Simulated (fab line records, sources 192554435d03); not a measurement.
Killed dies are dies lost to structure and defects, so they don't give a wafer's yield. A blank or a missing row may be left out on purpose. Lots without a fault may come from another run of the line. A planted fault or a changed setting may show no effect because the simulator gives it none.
Chamber matching | flow n5_finfet | N5_MOL_CONTACT_COAG_ETCH_89 on rie_diel-06: 4 sister chambers
The step etches underlayer in N2/H2, target depth 13 nm, time 10.4 s. 4 wafers are shown with their chamber, then 7 later ones without.

WAFERS WITH THEIR CHAMBER
wafer  | chamber | drypump_motor_current_A (A)
L088.2 | 1       | 4.9
L088.6 | 2       | 5.4
L090.1 | 0       | 5.2
L090.2 | 3       | 6.7

WAFERS WITHOUT THEIR CHAMBER
wafer  | drypump_motor_current_A (A)
L090.3 | 5.4
L092.1 | 6.7
L092.4 | 4.8
L092.6 | 6.7
L094.1 | 5.3
L094.2 | 6.7
L094.5 | 4.9

WHICH CHAMBER EACH WENT THROUGH
wafer  | from the rows above     | in truth
L090.3 | 2                       | 2
L092.1 | 3                       | 3
L092.4 | 1                       | 1
L092.6 | 3                       | 3
L094.1 | can't be placed: 0 or 2 | 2
L094.2 | 3                       | 3
L094.5 | 1                       | 1
Placed correctly: 6 of 7. Can't be placed from these rows: 1 (the true chamber is among the candidates in 1). Placed wrongly: 0.
How it was worked out, from the rows above alone: a wafer's distance from a chamber is the root of the sum, over the readings, of the square of ((its reading less the chamber's mean) divided by the reading's scatter). The wafer belongs to the nearest chamber; if the next one is less than 2 further off, it can't be placed. A chamber's mean is the mean of its shown wafers. The scatter: with one shown wafer a chamber, the root of the mean of the squares of how far each hidden wafer lies from its nearest shown one.
